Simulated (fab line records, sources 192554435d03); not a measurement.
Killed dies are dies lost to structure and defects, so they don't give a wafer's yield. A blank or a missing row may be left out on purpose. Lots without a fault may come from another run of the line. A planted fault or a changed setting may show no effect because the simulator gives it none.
Chamber matching | flow n5_finfet | N5_BEOL_M2_ETCH_69 on rie_diel-02: 4 sister chambers
The step etches SiARC in CF4, target depth 15.6 nm, time 26 s. 4 wafers are shown with their chamber, then 8 later ones without.

WAFERS WITH THEIR CHAMBER
wafer  | chamber | showerhead_plenum_p_Torr (Torr)
L080.2 | 3       | 2.21
L080.3 | 2       | 2.17
L080.6 | 1       | 2.19
L081.1 | 0       | 2.12

WAFERS WITHOUT THEIR CHAMBER
wafer  | showerhead_plenum_p_Torr (Torr)
L081.3 | 2.21
L081.6 | 2.19
L082.2 | 2.12
L082.3 | 2.17
L082.6 | 2.17
L095.2 | 2.11
L095.3 | 2.16
L095.5 | 2.17

WHICH CHAMBER EACH WENT THROUGH
wafer  | from the rows above | in truth
L081.3 | 3                   | 3
L081.6 | 1                   | 1
L082.2 | 0                   | 0
L082.3 | 2                   | 2
L082.6 | 2                   | 2
L095.2 | 0                   | 0
L095.3 | 2                   | 2
L095.5 | 2                   | 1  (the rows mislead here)
Placed correctly: 7 of 8. Can't be placed from these rows: 0. Placed wrongly: 1.
How it was worked out, from the rows above alone: a wafer's distance from a chamber is the root of the sum, over the readings, of the square of ((its reading less the chamber's mean) divided by the reading's scatter). The wafer belongs to the nearest chamber; if the next one is less than 2 further off, it can't be placed. A chamber's mean is the mean of its shown wafers. The scatter: with one shown wafer a chamber, the root of the mean of the squares of how far each hidden wafer lies from its nearest shown one.
